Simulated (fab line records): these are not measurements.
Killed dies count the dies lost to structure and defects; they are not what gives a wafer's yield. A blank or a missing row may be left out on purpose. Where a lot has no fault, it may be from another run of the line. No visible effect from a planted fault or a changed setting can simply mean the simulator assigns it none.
Chamber matching ; flow n5 finfet ; N5_BEOL_M3_STRIP_66 on rie diel-01: 4 sister chambers
The step strips in CF4. 16 wafers are shown with their chamber, then 8 later ones without.

== EACH WAFER AND ITS CHAMBER ==
wafer;chamber;drypump motor current A (A);throttle valve pct (%);showerhead plenum p Torr (Torr)
L076.3;2;5.6;13.18;1.82
L076.4;2;5.6;13.17;1.82
L076.5;1;6.2;13.35;1.78
L077.1;2;5.5;13.21;1.82
L077.2;1;6.2;13.36;1.78
L077.5;2;5.5;13.20;1.82
L078.1;0;6.1;13.09;1.82
L078.4;2;5.6;13.20;1.82
L078.6;2;5.6;13.19;1.82
L082.3;2;5.6;13.20;1.82
L082.5;3;5.9;13.75;1.73
L082.6;2;5.6;13.21;1.82
L083.3;1;6.2;13.37;1.77
L083.4;3;5.9;13.77;1.73
L083.6;1;6.2;13.36;1.77
L092.1;0;6.1;13.14;1.81

SIGNATURES (averages over the wafers above)
reading;chamber 0;chamber 1;chamber 2;chamber 3;scatter within a chamber
drypump motor current A;6.100;6.200;5.575;5.900;0.0354
throttle valve pct;13.1150;13.3600;13.1950;13.7600;0.0159
showerhead plenum p Torr;1.8150;1.7750;1.8200;1.7300;0.00354
Rule: for each reading, subtract the chamber's mean from the wafer's reading, divide by that reading's scatter and square the result; add these up over the readings and take the root, which gives the wafer's distance from the chamber. The wafer belongs to the nearest chamber; if the next one is less than 2 further off, it can't be placed. The scatter is the square root of a quotient: the sum, over the shown wafers, of each reading's squared deviation from its chamber's mean, divided by wafers minus chambers.

== WAFERS MISSING THEIR CHAMBER ==
wafer;drypump motor current A (A);throttle valve pct (%);showerhead plenum p Torr (Torr)
L092.3;5.6;13.26;1.81
L092.4;6.2;13.43;1.77
L093.4;5.6;13.26;1.81
L093.5;5.9;13.80;1.72
L093.6;6.1;13.14;1.81
L097.2;6.2;13.43;1.77
L097.5;5.6;13.28;1.81
L097.6;6.2;13.43;1.77

== WHICH CHAMBER EACH WENT THROUGH ==
wafer;from the rows above;in truth
L092.3;2;2
L092.4;1;1
L093.4;2;2
L093.5;3;3
L093.6;0;0
L097.2;1;1
L097.5;2;2
L097.6;1;1
Placed correctly: 8 of 8. Left unplaced by these rows: 0. Placed wrongly: 0.
